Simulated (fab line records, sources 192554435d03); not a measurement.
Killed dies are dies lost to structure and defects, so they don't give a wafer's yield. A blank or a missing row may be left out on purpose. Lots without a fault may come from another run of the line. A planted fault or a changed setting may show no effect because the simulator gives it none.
Chamber matching | flow n5_finfet | N5_BEOL_M5_PRE_CLEAN_77 on cvd_co-02: 3 sister chambers
The step time 15 s. 3 wafers are shown with their chamber, then 12 later ones without.

WAFERS WITH THEIR CHAMBER
wafer  | chamber | heater_power_w (W)
L086.1 | 0       | 74
L086.2 | 2       | 86
L086.6 | 1       | 88

WAFERS WITHOUT THEIR CHAMBER
wafer  | heater_power_w (W)
L088.1 | 88
L088.3 | 85
L088.5 | 84
L090.1 | 87
L090.2 | 84
L090.4 | 87
L093.1 | 87
L093.3 | 74
L093.6 | 86
L096.1 | 85
L096.5 | 75
L096.6 | 87

WHICH CHAMBER EACH WENT THROUGH
wafer  | from the rows above     | in truth
L088.1 | can't be placed: 1 or 2 | 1
L088.3 | can't be placed: 2 or 1 | 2
L088.5 | can't be placed: 2 or 1 | 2
L090.1 | can't be placed: 1 or 2 | 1
L090.2 | can't be placed: 2 or 1 | 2
L090.4 | can't be placed: 1 or 2 | 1
L093.1 | can't be placed: 1 or 2 | 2
L093.3 | 0                       | 0
L093.6 | can't be placed: 2 or 1 | 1
L096.1 | can't be placed: 2 or 1 | 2
L096.5 | 0                       | 0
L096.6 | can't be placed: 1 or 2 | 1
Placed correctly: 2 of 12. Can't be placed from these rows: 10 (the true chamber is among the candidates in 10). Placed wrongly: 0.
How it was worked out, from the rows above alone: a wafer's distance from a chamber is the root of the sum, over the readings, of the square of ((its reading less the chamber's mean) divided by the reading's scatter). The wafer belongs to the nearest chamber; if the next one is less than 2 further off, it can't be placed. A chamber's mean is the mean of its shown wafers. The scatter: with one shown wafer a chamber, the root of the mean of the squares of how far each hidden wafer lies from its nearest shown one.
